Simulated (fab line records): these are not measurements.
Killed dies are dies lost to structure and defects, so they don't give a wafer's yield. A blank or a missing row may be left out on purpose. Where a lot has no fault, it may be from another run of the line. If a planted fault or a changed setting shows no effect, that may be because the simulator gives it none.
Chamber matching :: flow nandHarc :: 4 sister chambers for NHARC_P_ZERO_WELL_DESCUM_13 on rieDiel-05
The step chemistry O2, time 3 s. 8 wafers are shown with their chamber, then 8 later ones without.

== EACH WAFER AND ITS CHAMBER ==
wafer: L944.4
chamber: 0
oesProductAu (a.u.): 1.005
rfVppV (V): 56.8

wafer: L946.5
chamber: 1
oesProductAu (a.u.): 1.037
rfVppV (V): 58.9

wafer: L947.3
chamber: 3
oesProductAu (a.u.): 0.995
rfVppV (V): 59.6

wafer: L947.4
chamber: 1
oesProductAu (a.u.): 1.021
rfVppV (V): 56.5

wafer: L948.2
chamber: 3
oesProductAu (a.u.): 1.001
rfVppV (V): 57.0

wafer: L948.3
chamber: 2
oesProductAu (a.u.): 1.018
rfVppV (V): 58.2

wafer: L948.5
chamber: 2
oesProductAu (a.u.): 1.010
rfVppV (V): 56.7

wafer: L950.1
chamber: 0
oesProductAu (a.u.): 1.008
rfVppV (V): 56.9

== WAFERS WITH NO CHAMBER GIVEN ==
wafer: L950.2
oesProductAu (a.u.): 1.008
rfVppV (V): 58.3

wafer: L950.3
oesProductAu (a.u.): 1.013
rfVppV (V): 57.7

wafer: L959.1
oesProductAu (a.u.): 1.015
rfVppV (V): 57.4

wafer: L959.3
oesProductAu (a.u.): 0.984
rfVppV (V): 58.5

wafer: L959.5
oesProductAu (a.u.): 0.992
rfVppV (V): 57.7

wafer: L964.3
oesProductAu (a.u.): 0.993
rfVppV (V): 58.1

wafer: L964.4
oesProductAu (a.u.): 0.997
rfVppV (V): 57.7

wafer: L964.6
oesProductAu (a.u.): 1.031
rfVppV (V): 58.6

== EACH ONE'S CHAMBER ==
wafer: L950.2
from the rows above: can't be placed: 2 or 0 or 3
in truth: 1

wafer: L950.3
from the rows above: can't be placed: 2 or 0
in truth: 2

wafer: L959.1
from the rows above: can't be placed: 2 or 0 or 1
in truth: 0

wafer: L959.3
from the rows above: can't be placed: 3 or 0
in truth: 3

wafer: L959.5
from the rows above: can't be placed: 3 or 0
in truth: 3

wafer: L964.3
from the rows above: can't be placed: 3 or 0
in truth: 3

wafer: L964.4
from the rows above: can't be placed: 3 or 0
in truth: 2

wafer: L964.6
from the rows above: can't be placed: 1 or 2
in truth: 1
Correctly placed: 0 of 8. Unplaceable from these rows: 8, with the true chamber sitting among the candidates in 6. Wrongly placed: 0.
How it was worked out, from the rows above alone: a wafer's distance from a chamber is the root of the sum, over the readings, of the square of ((its reading less the chamber's mean) divided by the reading's scatter). If the next closest chamber is less than 2 further off than the closest, the wafer can't be placed; otherwise it belongs to the closest. Each chamber's mean is taken over the wafers shown for it. The scatter: the root of (the sum of the squares of (reading less its chamber's mean) over the shown wafers, divided by (wafers less chambers)).
